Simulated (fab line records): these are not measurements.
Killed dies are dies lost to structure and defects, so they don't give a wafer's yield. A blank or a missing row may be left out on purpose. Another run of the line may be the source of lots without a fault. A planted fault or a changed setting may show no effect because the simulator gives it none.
Chamber matching | flow nand-harc | NHARC_P_BONDPAD_CMP_19 on cmp-01 has 4 sister chambers
The step polishes, t overpolish 30 s, cu recess touch 16 s, target thk 160.81 nm. 8 wafers are shown with their chamber, then 7 later ones without.

EACH WAFER AND ITS CHAMBER
wafer  | chamber | motor-current-A (A) | overpolish-run-s (s)
L077.2 | 3       | 10.4                | 29.996
L077.5 | 0       | 14.3                | 29.989
L083.1 | 1       | 10.1                | 29.987
L086.2 | 0       | 13.8                | 29.997
L086.5 | 3       | 11.9                | 30.015
L086.6 | 2       | 12.3                | 30.000
L090.3 | 1       | 10.1                | 30.008
L090.4 | 2       | 13.0                | 29.991

WAFERS WHOSE CHAMBER IS MISSING
wafer  | motor-current-A (A) | overpolish-run-s (s)
L090.6 | 11.7                | 29.989
L094.1 | 13.7                | 29.998
L094.2 | 11.4                | 29.995
L094.6 | 10.3                | 29.998
L097.1 | 11.0                | 29.989
L097.3 | 10.7                | 30.013
L097.6 | 12.5                | 29.995

WHICH CHAMBER EACH ONE RAN IN
wafer  | from the rows above          | in truth
L090.6 | can't be placed: 2 or 3 or 1 | 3
L094.1 | can't be placed: 0 or 2      | 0
L094.2 | can't be placed: 3 or 2 or 1 | 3
L094.6 | can't be placed: 1 or 3      | 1
L097.1 | can't be placed: 3 or 1 or 2 | 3
L097.3 | can't be placed: 3 or 1      | 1
L097.6 | 2                            | 2
Correctly placed: 1 of 7. Can't be placed from these rows: 6 (the true chamber is among the candidates in 6). 0 placed wrongly.
How it was worked out, from the rows above alone: a wafer's distance from a chamber is the root of the sum, over the readings, of the square of ((its reading less the chamber's mean) divided by the reading's scatter). The wafer belongs to the nearest chamber; if the next one is less than 2 further off, it can't be placed. For every chamber, the mean is computed from those of its wafers that are shown. The scatter: take each reading less its chamber's mean, square it, sum over the shown wafers, divide by the number of wafers less the number of chambers, and take the root.
